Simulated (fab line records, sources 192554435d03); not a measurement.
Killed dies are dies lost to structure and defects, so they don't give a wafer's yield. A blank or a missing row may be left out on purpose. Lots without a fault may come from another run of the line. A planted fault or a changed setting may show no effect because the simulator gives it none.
A struck lot beside a sound one | flow n5_finfet | 39 steps out of a route of 1938
Sound: wafers L650.1, L650.2, L650.5. Struck: wafers L638.2, L638.4, L638.6. The cause comes at the end.
At each step with rows: each side's tool, then ch and its chambers, then its first start. Under that, the readings that differ: sound wafers | struck wafers | difference of the means | sigmas: that difference in standard deviations of wafers without a fault.
alike: readings whose means differ by less than 2 such deviations, and words and numbers that are the same on both sides. not compared: withheld readings, readings that some wafer has no value for, bounds like >300 that may hide the same value, and numbers for which the record gives no deviation and whose values overlap.
The two part at a step that has a row with sigmas, a row that says differs or no value, or rows on one side only. Numbers that don't overlap but have no deviation are shown without sigmas and don't part them. A reading that every wafer of one side lacks parts them only if that side has two wafers or more.

first, 11 steps without rows for these wafers: N5_MOL_CONTACT_COAG_STRIP_96 (strips in N2/H2); N5_MOL_CONTACT_COAG_ETCH_47 (etches SiNx in CH3F/O2, stops on W, target depth 27 nm); N5_MOL_CONTACT_COAG_STRIP_119 (strips in N2/H2, time 30 s); N5_MOL_CONTACT_COAG_PRECLEAN_144 (cleans in alkaline clean, time 60 s); N5_MOL_CONTACT_COAG_SRD_145 (time 30 s); N5_MOL_CONTACT_COAG_COAT_62 (time 60 s, resist thk 60 nm); N5_MOL_CONTACT_COAG_COAT_63 (time 60 s, resist thk 10 nm); N5_MOL_CONTACT_COAG_COAT_64 (time 60 s, resist thk 10 nm); N5_MOL_CONTACT_COAG_COAT_34 (resist thk 40 nm); N5_MOL_CONTACT_COAG_EBR_36; N5_MOL_CONTACT_COAG_SOFTBAKE_35 (time 60 s).
N5_MOL_CONTACT_COAG_EXPOSE_37: exposes mask VD, defocus 0 nm.
  sound on euv_scanner-01 ch 0, day 10 23:04; struck on euv_scanner-02 ch 0, day 7 20:44
  reading              | sound          | struck         | difference | sigmas
  exposure_dose_mJ_cm2 | 61.9 61.7 61.9 | 67.2 67.1 67.2 | +5.3       | +7
  alike: mask
then, 2 steps without rows for these wafers: N5_MOL_CONTACT_COAG_PEB_38 (peb time 60 s); N5_MOL_CONTACT_COAG_DEVELOP_39 (develop time 30 s).
N5_MOL_CONTACT_COAG_CD_MEAS_40: target cd 25.1 nm.
  sound on cd_sem-01 ch 0, day 10 23:13; struck on cd_sem-02 ch 0, day 7 20:53
  reading    | sound             | struck            | difference | sigmas
  cd_nm (nm) | 25.18 25.07 24.81 | 26.14 26.57 26.27 | +1.31      | +5
then, 22 steps without rows for these wafers: N5_MOL_CONTACT_COAG_DESCUM_45 (chemistry O2, time 7 s); N5_MOL_CONTACT_COAG_ETCH_65 (etches underlayer in N2/H2, target depth 13 nm, time 10.4 s); N5_MOL_CONTACT_COAG_ETCH_66 (etches SiARC in CF4, target depth 13 nm, time 21.7 s); N5_MOL_CONTACT_COAG_ALD_133 (deposits SiO2, target thk 5 nm, pulse time 1 s, co reactant pulse time 1 s); N5_MOL_CONTACT_COAG_ETCHBACK_134 (etches SiO2 in CHF3, target depth 10 nm, time 6.7 s); N5_MOL_CONTACT_COAG_ETCH_67 (etches SOC in N2/H2, target depth 60 nm, overetch 21 nm, time 101.2 s); N5_MOL_CONTACT_COAG_STRIP_68 (strips in N2/H2); N5_MOL_CONTACT_COAG_STRIP_69 (strips in N2/H2); N5_MOL_CONTACT_COAG_ETCHBACK_136 (etches SiO2 in CHF3, target depth 25 nm, time 16.7 s); N5_MOL_CONTACT_COAG_STRIP_120 (strips in CHF3); N5_MOL_CONTACT_COAG_VIA_ETCH_117 (etches SiO2 in C4F6/O2, target depth 40 nm, overetch 8 nm, time 26 s); N5_MOL_CONTACT_COAG_ETCH_124 (etches SiNx in CH3F/O2, stops on SiOC, target depth 6.5 nm); N5_MOL_CONTACT_COAG_ETCH_48 (etches SiOC in C4F6/O2, target depth 15 nm, overetch 4.5 nm, time 17 s); N5_MOL_CONTACT_COAG_STRIP_72 (strips in N2/H2); N5_MOL_CONTACT_COAG_STRIP_49 (strips in N2/H2, time 30 s); N5_MOL_CONTACT_COAG_PRECLEAN_138 (cleans in alkaline clean, time 60 s); N5_MOL_CONTACT_COAG_SRD_139 (time 30 s); N5_MOL_CONTACT_COAG_PRE_CLEAN_121; N5_MOL_CONTACT_COAG_CVD_140 (deposits W, target thk 66.5 nm, time 215 s); N5_MOL_CONTACT_COAG_PRECLEAN_127 (cleans in DIW, time 57.5 s); N5_MOL_CONTACT_COAG_SRD_128 (dry time 32 s); N5_MOL_CONTACT_COAG_CMP_52 (polishes, stops on SiO2, t overpolish 1.5 s, target thk 66.5 nm).
-- the record jumps here: 3 days lie between the struck wafers' starts before and after (it left off in module MOL_CONTACT_COAG and takes up again in module BEOL_M4, whose first step shown is number 1111 of the route) --
N5_BEOL_M4_RC_MEAS_101:
  sound on prober-01 ch 0, day 14 05:49; struck on prober-01 ch 0, day 10 19:34
  reading            | sound          | struck         | difference | sigmas
  CJ_N               | 4.31 4.38 4.44 | 1.83 1.94 1.94 | -2.47      | -26
  DIBL_N (mV/V)      | 38.0 38.0 37.7 | 49.1 54.2 57.8 | +15.8      | +7
  IOFF_N (nA/um)     | 0.18 0.19 0.19 | 0.73 1.33 1.87 | +1.12      | +24
  IOFF_N_85C (nA/um) | 3.5 3.6 3.6    | 10.8 18.0 23.9 | +14.0      | +19
  RS_PWELL (ohm/sq)  | 3003 3035 3000 | 3146 3174 3147 | +143       | +6
  SS_N (mV/dec)      | 72.3 72.0 72.0 | 83.4 92.2 96.2 | +18.5      | +25
  alike: DIBL_P, IOFF_P, ION_N, ION_P, SS_P, VT_N, VT_P
-- the record jumps here: 5 days lie between the struck wafers' starts before and after (it left off in module BEOL_M4 and takes up again in module PASSIVATION, whose first step shown is number 1936 of the route) --
N5_PASSIVATION_PROBE_49:
  sound on prober-02, day 19 05:46; struck on prober-02, day 15 13:26
  reading                | sound | struck         | difference | sigmas
  killed_at_front_end    | 32    | 34 28 141      | +36        | +4
  sort_bin_4_leakage (%) | 0     | 87.9 91.6 82.2 | +87.2      | +99 or more
  sort_n_pass            | 1066  | 23 0 0         | -1058      | -66
  sort_yield_pct (%)     | 90.3  | 1.9 0 0        | -89.7      | -64
  alike: defect_limited_yield, killed_at_M0_to_M3, killed_at_M4_up, killed_at_contacts, killed_at_other, killed_dies, killed_open, killed_short, sort_bin_5_function, sort_bin_6_memory

WHERE THEY PART
First at N5_MOL_CONTACT_COAG_EXPOSE_37; last, within this record, at N5_PASSIVATION_PROBE_49.

WHY: what the simulator had put in
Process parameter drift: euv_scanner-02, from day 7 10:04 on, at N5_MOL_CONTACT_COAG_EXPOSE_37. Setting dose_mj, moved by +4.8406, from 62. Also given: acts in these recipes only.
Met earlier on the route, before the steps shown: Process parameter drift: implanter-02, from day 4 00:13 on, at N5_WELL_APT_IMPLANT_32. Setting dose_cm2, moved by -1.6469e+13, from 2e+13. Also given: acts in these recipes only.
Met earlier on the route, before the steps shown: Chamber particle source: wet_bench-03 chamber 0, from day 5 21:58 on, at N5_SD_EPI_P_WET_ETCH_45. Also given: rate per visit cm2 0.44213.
